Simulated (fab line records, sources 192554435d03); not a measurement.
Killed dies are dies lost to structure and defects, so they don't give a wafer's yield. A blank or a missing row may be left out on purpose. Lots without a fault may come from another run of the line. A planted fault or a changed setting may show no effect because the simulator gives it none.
Which tool did it? | flow n5_finfet | 22 lots, 66 wafers sampled, at 4 steps of a route of 1938

WHAT THE GAUGES READ, wafer by wafer
N5_HKMG_FIN_INSPECT_28: inspects for defects (darkfield).
lot  | measured     | on                | raw_defect_count
L075 | day 4 20:02  | defect_inspect-02 | 25 44 57
L076 | day 5 02:55  | defect_inspect-01 | 29 22 52
L077 | day 5 03:19  | defect_inspect-01 | 32 28 31
L078 | day 5 13:28  | defect_inspect-02 | 32 50 72
L079 | day 5 18:05  | defect_inspect-02 | 28 22 30
L080 | day 6 01:12  | defect_inspect-02 | 28 37 30
L081 | day 6 05:39  | defect_inspect-01 | 26 46 41
L083 | day 6 15:55  | defect_inspect-02 | 22 38 38
L082 | day 6 17:26  | defect_inspect-02 | 37 32 52
L084 | day 7 01:00  | defect_inspect-02 | 21 19 16
L085 | day 7 08:22  | defect_inspect-02 | 28 30 39
L086 | day 7 13:18  | defect_inspect-02 | 23 39 44
L087 | day 7 13:49  | defect_inspect-01 | 37 54 34
L088 | day 7 21:34  | defect_inspect-01 | 78 40 47
L089 | day 8 00:45  | defect_inspect-01 | 39 81 32
L090 | day 8 14:47  | defect_inspect-01 | 38 44 44
L091 | day 8 16:16  | defect_inspect-01 | 22 40 30
L092 | day 8 21:44  | defect_inspect-02 | 45 55 84
L093 | day 9 03:06  | defect_inspect-02 | 50 50 30
L094 | day 9 07:32  | defect_inspect-01 | 34 41 61
L096 | day 9 21:26  | defect_inspect-01 | 66 67 61
L097 | day 10 02:21 | defect_inspect-02 | 87 96 56

WHICH TOOL RAN EACH LOT (tool, then ch and the chambers of the sampled wafers, then the start)
lot  | N5_HKMG_FIN_CVD_62                      | N5_HKMG_FIN_DESCUM_17             | N5_HKMG_FIN_ALD_91
L075 | thermal_cvd_si-02 ch 0,1, day 4 13:57   | rie_diel-06 ch 0,1, day 4 15:35   | ald_metal-01 ch 0,1,3, day 4 16:37
L076 | thermal_cvd_si-01 ch 0,1, day 4 20:39   | rie_diel-06 ch 0,2, day 4 22:18   | ald_metal-02 ch 0,3, day 4 23:17
L077 | thermal_cvd_si-02 ch 0,1, day 4 21:13   | rie_diel-01 ch 1,2,3, day 4 22:54 | ald_metal-03 ch 0,1,2, day 4 23:53
L078 | thermal_cvd_si-01 ch 0,1, day 5 07:19   | rie_diel-03 ch 1,2, day 5 09:05   | ald_metal-01 ch 0,1,2, day 5 10:04
L079 | thermal_cvd_si-02 ch 0,1, day 5 11:46   | rie_diel-01 ch 0,1,3, day 5 13:24 | ald_metal-01 ch 0,2, day 5 14:22
L080 | thermal_cvd_si-01 ch 0,1,2, day 5 19:08 | rie_diel-01 ch 0,2,3, day 5 20:48 | ald_metal-02 ch 0,1,3, day 5 21:47
L081 | thermal_cvd_si-02 ch 0,1,2, day 5 23:26 | rie_diel-03 ch 1,2,3, day 6 01:11 | ald_metal-01 ch 1,2,3, day 6 02:10
L083 | thermal_cvd_si-01 ch 0,1,2, day 6 09:21 | rie_diel-01 ch 1,2,3, day 6 11:11 | ald_metal-01 ch 0,1,3, day 6 12:10
L082 | thermal_cvd_si-02 ch 1,2, day 6 11:12   | rie_diel-03 ch 0,3, day 6 12:46   | ald_metal-03 ch 1,2,3, day 6 13:45
L084 | thermal_cvd_si-01 ch 0,1,2, day 6 18:37 | rie_diel-03 ch 0,2, day 6 20:37   | ald_metal-01 ch 1,3, day 6 21:36
L085 | thermal_cvd_si-02 ch 0,1, day 7 01:33   | rie_diel-03 ch 1,2, day 7 03:52   | ald_metal-03 ch 0,1,3, day 7 04:50
L086 | thermal_cvd_si-01 ch 0,1, day 7 06:31   | rie_diel-06 ch 0,1,2, day 7 08:55 | ald_metal-01 ch 1,3, day 7 09:53
L087 | thermal_cvd_si-02 ch 1,2, day 7 07:08   | rie_diel-01 ch 0,1,2, day 7 09:24 | ald_metal-03 ch 0,1,3, day 7 10:23
L088 | thermal_cvd_si-01 ch 0,2, day 7 15:00   | rie_diel-01 ch 1,3, day 7 16:56   | ald_metal-01 ch 1,2,3, day 7 17:55
L089 | thermal_cvd_si-02 ch 0,1,2, day 7 18:46 | rie_diel-06 ch 1,2,3, day 7 20:21 | ald_metal-03 ch 0,1,3, day 7 21:20
L090 | thermal_cvd_si-01 ch 1,2, day 8 07:14   | rie_diel-06 ch 1,3, day 8 10:07   | ald_metal-01 ch 0,2, day 8 11:06
L091 | thermal_cvd_si-02 ch 0,2, day 8 08:19   | rie_diel-06 ch 0,1,3, day 8 11:48 | ald_metal-02 ch 0,2,3, day 8 12:47
L092 | thermal_cvd_si-01 ch 0,1,2, day 8 15:29 | rie_diel-01 ch 1,2,3, day 8 17:08 | ald_metal-03 ch 0,1,2, day 8 18:07
L093 | thermal_cvd_si-02 ch 0,1,2, day 8 20:49 | rie_diel-06 ch 1,2,3, day 8 22:37 | ald_metal-03 ch 0,1,2, day 8 23:36
L094 | thermal_cvd_si-01 ch 0,2, day 9 01:28   | rie_diel-03 ch 1,3, day 9 03:03   | ald_metal-01 ch 0,1,2, day 9 04:02
L096 | thermal_cvd_si-01 ch 0,1, day 9 15:17   | rie_diel-06 ch 1,2,3, day 9 16:56 | ald_metal-01 ch 0,1,2, day 9 17:55
L097 | thermal_cvd_si-02 ch 1,2, day 9 20:10   | rie_diel-06 ch 1,2, day 9 21:47   | ald_metal-01 ch 0,1,3, day 9 22:47
- N5_HKMG_FIN_CVD_62: deposits a-Si from Si2H6, target thk 3 nm, time 20.8 s.
- N5_HKMG_FIN_DESCUM_17: chemistry O2, time 7.9 s.
- N5_HKMG_FIN_ALD_91: deposits TiN, target thk 1 nm, pulse time 1 s, purge time 3 s.

WHAT THE TOOLS THEMSELVES READ (means of the sampled wafers that have a number; where no wafer has one, the mark that the record gives instead)
N5_HKMG_FIN_CVD_62.
lot  | tool              | chamber_pressure_Torr (Torr) | heater_power_w (W)
L075 | thermal_cvd_si-02 | 0.9997                       | 1437
L076 | thermal_cvd_si-01 | 0.9995                       | 1292
L077 | thermal_cvd_si-02 | 1.0009                       | 1446
L078 | thermal_cvd_si-01 | 0.9997                       | 1299
L079 | thermal_cvd_si-02 | 0.9985                       | 1425
L080 | thermal_cvd_si-01 | 1.0023                       | 1234
L081 | thermal_cvd_si-02 | 0.9999                       | 1377
L083 | thermal_cvd_si-01 | 1.0003                       | 1233
L082 | thermal_cvd_si-02 | 1.0014                       | 1424
L084 | thermal_cvd_si-01 | 1.0009                       | 1237
L085 | thermal_cvd_si-02 | 1.0041                       | 1459
L086 | thermal_cvd_si-01 | 1.0004                       | 1320
L087 | thermal_cvd_si-02 | 1.0003                       | 1384
L088 | thermal_cvd_si-01 | 1.0000                       | 1247
L089 | thermal_cvd_si-02 | 1.0002                       | 1369
L090 | thermal_cvd_si-01 | 1.0030                       | 1177
L091 | thermal_cvd_si-02 | 0.9998                       | 1271
L092 | thermal_cvd_si-01 | 0.9976                       | 1231
L093 | thermal_cvd_si-02 | 1.0008                       | 1378
L094 | thermal_cvd_si-01 | 1.0010                       | 1252
L096 | thermal_cvd_si-01 | 1.0007                       | 1229
L097 | thermal_cvd_si-02 | 0.9999                       | 1384

N5_HKMG_FIN_DESCUM_17.
lot  | tool        | drypump_motor_current_A (A) | oes_product_au (a.u.) | rf_fwd_power_W (W) | rf_vpp_V (V) | showerhead_plenum_p_Torr (Torr) | throttle_valve_pct (%)
L075 | rie_diel-06 | 6.1                         | 0.92                  | 49.16              | 244.8        | 2.19                            | 20.05
L076 | rie_diel-06 | 6.0                         | 0.85                  | 49.34              | 243.9        | 2.14                            | 20.08
L077 | rie_diel-01 | 5.9                         | 0.91                  | 49.34              | 243.2        | 2.09                            | 20.58
L078 | rie_diel-03 | 6.0                         | 0.80                  | 49.29              | 242.2        | 2.04                            | 20.54
L079 | rie_diel-01 | 5.6                         | 0.88                  | 49.45              | 242.6        | 2.10                            | 20.51
L080 | rie_diel-01 | 5.6                         | 0.87                  | 49.39              | 243.9        | 2.12                            | 20.36
L081 | rie_diel-03 | 5.8                         | 0.83                  | 49.40              | 243.0        | 2.11                            | 20.58
L083 | rie_diel-01 | 6.0                         | 0.87                  | 49.45              | 242.7        | 2.09                            | 20.61
L082 | rie_diel-03 | 5.4                         | 0.92                  | 49.49              | 244.5        | 2.19                            | 20.46
L084 | rie_diel-03 | 5.7                         | 0.85                  | 49.20              | 242.2        | 2.05                            | 20.38
L085 | rie_diel-03 | 6.3                         | 0.79                  | 49.42              | 242.9        | 2.07                            | 20.71
L086 | rie_diel-06 | 5.7                         | 0.83                  | 49.21              | 243.1        | 2.12                            | 20.31
L087 | rie_diel-01 | 5.8                         | 0.88                  | 49.53              | 243.9        | 2.09                            | 20.47
L088 | rie_diel-01 | 5.7                         | 0.84                  | 49.48              | 243.4        | 2.08                            | 20.69
L089 | rie_diel-06 | 5.9                         | 0.84                  | 49.14              | 243.8        | 2.12                            | 20.47
L090 | rie_diel-06 | 6.1                         | 0.87                  | 49.05              | 244.4        | 2.16                            | 20.44
L091 | rie_diel-06 | 6.3                         | 0.87                  | 49.24              | 243.5        | 2.18                            | 20.24
L092 | rie_diel-01 | 5.9                         | 0.85                  | 49.34              | 243.3        | 2.08                            | 20.62
L093 | rie_diel-06 | 5.9                         | 0.83                  | 49.11              | 242.1        | 2.12                            | 20.49
L094 | rie_diel-03 | 6.1                         | 0.81                  | 49.56              | 243.7        | 2.14                            | 20.76
L096 | rie_diel-06 | 5.9                         | 0.82                  | 49.15              | 244.2        | 2.12                            | 20.50
L097 | rie_diel-06 | 5.3                         | 0.76                  | 49.05              | 242.7        | 2.05                            | 20.61

N5_HKMG_FIN_ALD_91.
lot  | tool         | chamber_pressure_Torr (Torr) | heater_power_w (W) | precursor_pulse_height_rel
L075 | ald_metal-01 | 2.996                        | 848                | 1.032
L076 | ald_metal-02 | 2.997                        | 892                | 0.979
L077 | ald_metal-03 | 3.006                        | 935                | 1.008
L078 | ald_metal-01 | 3.000                        | 845                | 1.001
L079 | ald_metal-01 | 3.003                        | 835                | 1.007
L080 | ald_metal-02 | 3.005                        | 835                | 1.010
L081 | ald_metal-01 | 3.005                        | 836                | 0.999
L083 | ald_metal-01 | 3.003                        | 847                | 0.988
L082 | ald_metal-03 | 2.998                        | 895                | 1.015
L084 | ald_metal-01 | 3.002                        | 856                | 1.004
L085 | ald_metal-03 | 3.003                        | 958                | 1.005
L086 | ald_metal-01 | 2.996                        | 870                | 0.988
L087 | ald_metal-03 | 3.000                        | 966                | 1.010
L088 | ald_metal-01 | 3.000                        | 862                | 0.996
L089 | ald_metal-03 | 2.993                        | 962                | 1.005
L090 | ald_metal-01 | 2.996                        | 834                | 0.998
L091 | ald_metal-02 | 2.996                        | 873                | 1.015
L092 | ald_metal-03 | 3.002                        | 923                | 0.997
L093 | ald_metal-03 | 3.006                        | 933                | 0.986
L094 | ald_metal-01 | 2.999                        | 843                | 0.994
L096 | ald_metal-01 | 3.000                        | 844                | 0.997
L097 | ald_metal-01 | 2.998                        | 858                | 1.001

THE ANSWER, worked out from the rows above alone
Rule: what is usual is taken from the lots themselves. Put in order of their means at a reading, lots are off if they are a third of the lots or fewer, leave a main group of 4 or more, and stand apart from it by a gap of 3 or more times the standard deviation of the main group's means; of several such gaps the widest counts. A main group whose means are all the same, to the digits that the tables above print for the reading, isn't used. A lot without any number at a reading at which 4 lots or more have one is off too. The other lots that the step has rows for count as sound. The gauges are gone through in route order, then the tools' own readings, and for those a lot's mean is taken as printed above. The first step at which some lot is off is used, and at that step the reading that is off furthest; a lot without a number counts as furthest.
No lot is off at any reading shown: from this, nothing can be told.

WHAT THE SIMULATOR HAD PUT IN
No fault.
